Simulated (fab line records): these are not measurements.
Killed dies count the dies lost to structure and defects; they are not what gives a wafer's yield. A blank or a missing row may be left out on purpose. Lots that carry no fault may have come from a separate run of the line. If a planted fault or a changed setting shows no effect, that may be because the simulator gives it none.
Split-lot experiment / flow n5_finfet / 7 lots, 21 wafers read, on a route of 1938 steps

== THE SPLIT ITSELF ==
At N5_BEOL_M10_COAT_60 (time 60 s, resist thk 30 nm), the setting spin_rpm was moved away from the recipe's 1500 rpm on 8 of the 21 wafers read, by -8.7% to +9.4%. The other wafers ran this setting at the recipe's value.

== FROM THE SPLIT TO THE READING: what the file shows between them, 4 steps ==
- N5_BEOL_M10_COAT_05: resist thk 90 nm (also split here: spin_rpm)
- N5_BEOL_M10_EBR_07
- N5_BEOL_M10_SOFTBAKE_06: time 60 s
- N5_BEOL_M10_DESCUM_16: chemistry O2, time 7.9 s

== THE READING ==
etch.depth_nm (the simulator's own value, which no gauge read), in nm, at N5_BEOL_M10_ETCH_61 (etches SiARC in CF4, target depth 39 nm, time 65 s). There is no usual value for it anywhere in the file. Here, 13 wafers ran the recipe; their average is 30.03 nm with a standard deviation of 0.11 nm.

wafer=L077.1; tool, chamber at the split=litho_track-03, 0; spin_rpm as run, rpm=1372; against the recipe=-8.5%; etch.depth_nm, nm=31.58; against lot-mates on the recipe=+1.38
wafer=L077.2; tool, chamber at the split=litho_track-03, 0; spin_rpm as run, rpm=1500; against the recipe=recipe; etch.depth_nm, nm=30.2; against lot-mates on the recipe=-
wafer=L077.6; tool, chamber at the split=litho_track-03, 0; spin_rpm as run, rpm=1372; against the recipe=-8.5%; etch.depth_nm, nm=31.52; against lot-mates on the recipe=+1.32
wafer=L079.2; tool, chamber at the split=litho_track-01, 0; spin_rpm as run, rpm=1641; against the recipe=+9.4%; etch.depth_nm, nm=28.57; against lot-mates on the recipe=-1.22
wafer=L079.4; tool, chamber at the split=litho_track-01, 0; spin_rpm as run, rpm=1500; against the recipe=recipe; etch.depth_nm, nm=29.79; against lot-mates on the recipe=-
wafer=L079.6; tool, chamber at the split=litho_track-01, 0; spin_rpm as run, rpm=1641; against the recipe=+9.4%; etch.depth_nm, nm=28.61; against lot-mates on the recipe=-1.18
wafer=L080.3; tool, chamber at the split=litho_track-03, 0; spin_rpm as run, rpm=1500; against the recipe=recipe; etch.depth_nm, nm=29.99; against lot-mates on the recipe=-
wafer=L080.4; tool, chamber at the split=litho_track-03, 0; spin_rpm as run, rpm=1500; against the recipe=recipe; etch.depth_nm, nm=30.05; against lot-mates on the recipe=-
wafer=L080.6; tool, chamber at the split=litho_track-03, 0; spin_rpm as run, rpm=1500; against the recipe=recipe; etch.depth_nm, nm=30; against lot-mates on the recipe=-
wafer=L081.1; tool, chamber at the split=litho_track-03, 0; spin_rpm as run, rpm=1369; against the recipe=-8.7%; etch.depth_nm, nm=31.49; against lot-mates on the recipe=no lot-mate on the recipe
wafer=L081.2; tool, chamber at the split=litho_track-03, 0; spin_rpm as run, rpm=1369; against the recipe=-8.7%; etch.depth_nm, nm=31.49; against lot-mates on the recipe=no lot-mate on the recipe
wafer=L081.3; tool, chamber at the split=litho_track-03, 0; spin_rpm as run, rpm=1369; against the recipe=-8.7%; etch.depth_nm, nm=31.54; against lot-mates on the recipe=no lot-mate on the recipe
wafer=L083.1; tool, chamber at the split=litho_track-05, 0; spin_rpm as run, rpm=1500; against the recipe=recipe; etch.depth_nm, nm=30.17; against lot-mates on the recipe=-
wafer=L083.3; tool, chamber at the split=litho_track-05, 0; spin_rpm as run, rpm=1500; against the recipe=recipe; etch.depth_nm, nm=30.13; against lot-mates on the recipe=-
wafer=L083.6; tool, chamber at the split=litho_track-05, 0; spin_rpm as run, rpm=1389; against the recipe=-7.4%; etch.depth_nm, nm=31.35; against lot-mates on the recipe=+1.20
wafer=L085.2; tool, chamber at the split=litho_track-05, 0; spin_rpm as run, rpm=1500; against the recipe=recipe; etch.depth_nm, nm=30.13; against lot-mates on the recipe=-
wafer=L085.4; tool, chamber at the split=litho_track-05, 0; spin_rpm as run, rpm=1500; against the recipe=recipe; etch.depth_nm, nm=30.07; against lot-mates on the recipe=-
wafer=L085.6; tool, chamber at the split=litho_track-05, 0; spin_rpm as run, rpm=1500; against the recipe=recipe; etch.depth_nm, nm=29.99; against lot-mates on the recipe=-
wafer=L096.4; tool, chamber at the split=litho_track-01, 0; spin_rpm as run, rpm=1500; against the recipe=recipe; etch.depth_nm, nm=29.96; against lot-mates on the recipe=-
wafer=L096.5; tool, chamber at the split=litho_track-01, 0; spin_rpm as run, rpm=1500; against the recipe=recipe; etch.depth_nm, nm=29.95; against lot-mates on the recipe=-
wafer=L096.6; tool, chamber at the split=litho_track-01, 0; spin_rpm as run, rpm=1500; against the recipe=recipe; etch.depth_nm, nm=29.94; against lot-mates on the recipe=-

THE FIT
A straight line over all 21 wafers: etch.depth_nm changes by -0.166 nm for each +1% of spin_rpm; r = -0.99; the points scatter about the line by 0.1 nm.
The same after taking each lot's own level away (the mean of its wafers on the recipe; 18 wafers): -0.144 nm for each +1%; r = -0.99; scatter 0.073 nm.
On that fit, the largest move of spin_rpm shifts the reading by 1.4 nm.
The span of the lots' own levels, 29.790 to 30.200 nm, comes to 3.8 times the standard deviation stated above.
In other words, the slope is changed by the lot-to-lot level; the two fits disagree.
Check: with one of the wafers moved furthest among these (+9.4%) left out of the fit, the line predicts -1.36 nm for it against its lot-mates. Against them it came out at -1.22 nm.

== FURTHER SPLITS ON THESE WAFERS ==
These wafers also went through other splits before the reading. Each is held against what the fit with the lots' levels taken away leaves over:
other split on the same wafers=N5_BEOL_M9_EXPOSE_08 dose_mj; wafers away from the commonest value=10; r with etch.depth_nm (lot level and that fit taken away)=-0.12
other split on the same wafers=N5_BEOL_M10_COAT_05 spin_rpm; wafers away from the commonest value=10; r with etch.depth_nm (lot level and that fit taken away)=-0.08

== THE WHOLE CHAIN: every reading that the file lists as answering this split, in the file's order ==
step=N5_BEOL_M10_COAT_60; what it does=time 60 s, resist thk 30 nm; reading=SiARC_of_BEOL_M10_COAT_60.thk_nm (the simulator's own value, which no gauge read); change (the file's fit)=-0.149 nm for each +1% of the setting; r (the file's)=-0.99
step=N5_BEOL_M10_ETCH_61; what it does=etches SiARC in CF4, target depth 39 nm, time 65 s; reading=etch.depth_nm (the simulator's own value, which no gauge read); change (the file's fit)=-0.147 nm for each +1% of the setting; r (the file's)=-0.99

== FILE'S OWN FIT ==
etch.depth_nm changes by -0.147 nm for each +1% of spin_rpm, r = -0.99.
